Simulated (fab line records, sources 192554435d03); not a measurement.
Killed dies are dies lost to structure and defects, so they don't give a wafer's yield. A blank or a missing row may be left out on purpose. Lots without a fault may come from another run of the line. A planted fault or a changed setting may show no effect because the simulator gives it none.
A struck lot beside a sound one | flow n5_finfet | 20 steps out of a route of 1938
Sound: wafers L708.3, L708.4, L708.6. Struck: wafers L716.2, L716.4, L716.6. The cause comes at the end.
At each step with rows: each side's tool, then ch and its chambers, then its first start. Under that, the readings that differ: sound wafers | struck wafers | difference of the means | sigmas: that difference in standard deviations of wafers without a fault.
alike: readings whose means differ by less than 2 such deviations, and words and numbers that are the same on both sides. not compared: withheld readings, readings that some wafer has no value for, bounds like >300 that may hide the same value, and numbers for which the record gives no deviation and whose values overlap.
The two part at a step that has a row with sigmas, a row that says differs or no value, or rows on one side only. Numbers that don't overlap but have no deviation are shown without sigmas and don't part them. A reading that every wafer of one side lacks parts them only if that side has two wafers or more.

first, 8 steps without rows for these wafers: N5_BEOL_M10_COAT_59 (time 60 s, resist thk 100 nm); N5_BEOL_M10_COAT_60 (time 60 s, resist thk 30 nm); N5_BEOL_M10_COAT_05 (resist thk 90 nm); N5_BEOL_M10_EBR_07; N5_BEOL_M10_SOFTBAKE_06 (time 60 s); N5_BEOL_M10_EXPOSE_08 (exposes mask M10); N5_BEOL_M10_PEB_09 (peb time 60 s); N5_BEOL_M10_DEVELOP_10 (develop time 30 s).
N5_BEOL_M10_CD_MEAS_11: target cd 64.1 nm.
  sound on cd_sem-01 ch 0, day 11 17:33; struck on cd_sem-01 ch 0, day 13 14:20
  alike: cd_nm
N5_BEOL_M10_OVL_MEAS_12:
  sound on overlay-01 ch 0, day 11 17:35; struck on overlay-01 ch 0, day 13 14:22
  reading      | sound       | struck         | difference | sigmas
  M10_OVL (nm) | 2.0 1.1 1.1 | -1.4 -0.8 -0.4 | -2.3       | -3
N5_BEOL_M10_INSPECT_13: inspects for defects (brightfield).
  sound on defect_inspect-02, day 11 17:37; struck on defect_inspect-01, day 13 14:23
  alike: raw_defect_count
N5_BEOL_M10_DESCUM_16: chemistry O2, time 7.9 s.
  sound on rie_diel-03 ch 0,1,3, day 11 17:38; struck on rie_diel-03 ch 0,2, day 13 14:25
  alike: drypump_motor_current_A, oes_product_au, rf_vpp_V, showerhead_plenum_p_Torr, throttle_valve_pct
  not compared: rf_hours_counter_h
N5_BEOL_M10_ETCH_61: etches SiARC in CF4, target depth 39 nm, time 65 s.
  sound on rie_diel-03 ch 0,1,3, day 11 17:40; struck on rie_diel-03 ch 0,2, day 13 14:28
  no value came back on the struck wafers for any of 8 readings (bias_w (W), cf4_flow_sccm (sccm) and others); on the sound wafers bias_w (W) reads 35.75 36.02 36.00
  reading                                       | sound          | struck         | difference | sigmas
  model.CAR-ArF_of_BEOL_M10_COAT_05.thk_nm (nm) | 55.2 55.2 55.2 | 83.6 83.8 83.6 | +28.5      |
  not compared: rf_hours_counter_h
N5_BEOL_M10_ETCH_62: etches SOC in N2/H2, target depth 110 nm, overetch 22 nm, time 165 s.
  sound on rie_diel-03 ch 0,1,3, day 11 17:43; struck on rie_diel-03 ch 0,2, day 13 14:31
  reading               | sound          | struck         | difference | sigmas
  oes_product_au (a.u.) | 0.68 0.60 0.77 | 0.26 0.29 0.29 | -0.40      | -5
  alike: bias_w, chamber_pressure_mTorr, drypump_motor_current_A, rf_vpp_V, showerhead_plenum_p_Torr, throttle_valve_pct
  not compared: rf_hours_counter_h
then, 1 step without rows for these wafers: N5_BEOL_M10_STRIP_68 (strips in N2/H2).
N5_BEOL_M10_STRIP_67: strips in CF4.
  sound on rie_diel-03 ch 0,1,3, day 11 17:52; struck on rie_diel-03 ch 0,2, day 13 14:39
  alike: drypump_motor_current_A, oes_product_au, rf_vpp_V, showerhead_plenum_p_Torr, throttle_valve_pct
  not compared: rf_hours_counter_h
N5_BEOL_M10_HM_OPEN_17: chemistry Cl2/BCl3, target TiN, target depth 20 nm, overetch 6 nm.
  sound on rie_metal-03 ch 0,1, day 11 17:56; struck on rie_metal-02 ch 0, day 13 14:43
  reading               | sound          | struck         | difference | sigmas
  oes_product_au (a.u.) | 0.64 0.55 0.55 | 0.32 0.32 0.31 | -0.26      | -3
  alike: drypump_motor_current_A, oes_ar_750_au, throttle_valve_pct
  not compared: rf_hours_counter_h
N5_BEOL_M10_STRIP_19: strips in O2.
  sound on rie_diel-02 ch 0,1,3, day 11 18:03; struck on rie_diel-02 ch 2,3, day 13 14:53
  alike: drypump_motor_current_A, oes_product_au, rf_vpp_V, showerhead_plenum_p_Torr, throttle_valve_pct
  not compared: rf_hours_counter_h
N5_BEOL_M10_CD_MEAS_18: pitch 140 nm, target cd 70 nm.
  sound on cd_sem-03, day 11 18:08; struck on cd_sem-02, day 13 14:58
  reading    | sound          | struck | difference                    | sigmas
  cd_nm (nm) | 69.0 69.7 69.7 | - - -  | no value on the struck wafers |
then, 1 step without rows for these wafers: N5_BEOL_M10_COAT_63 (time 60 s, resist thk 100 nm).

WHERE THEY PART
First at N5_BEOL_M10_OVL_MEAS_12; last, within this record, at N5_BEOL_M10_CD_MEAS_18.

WHY: what the simulator had put in
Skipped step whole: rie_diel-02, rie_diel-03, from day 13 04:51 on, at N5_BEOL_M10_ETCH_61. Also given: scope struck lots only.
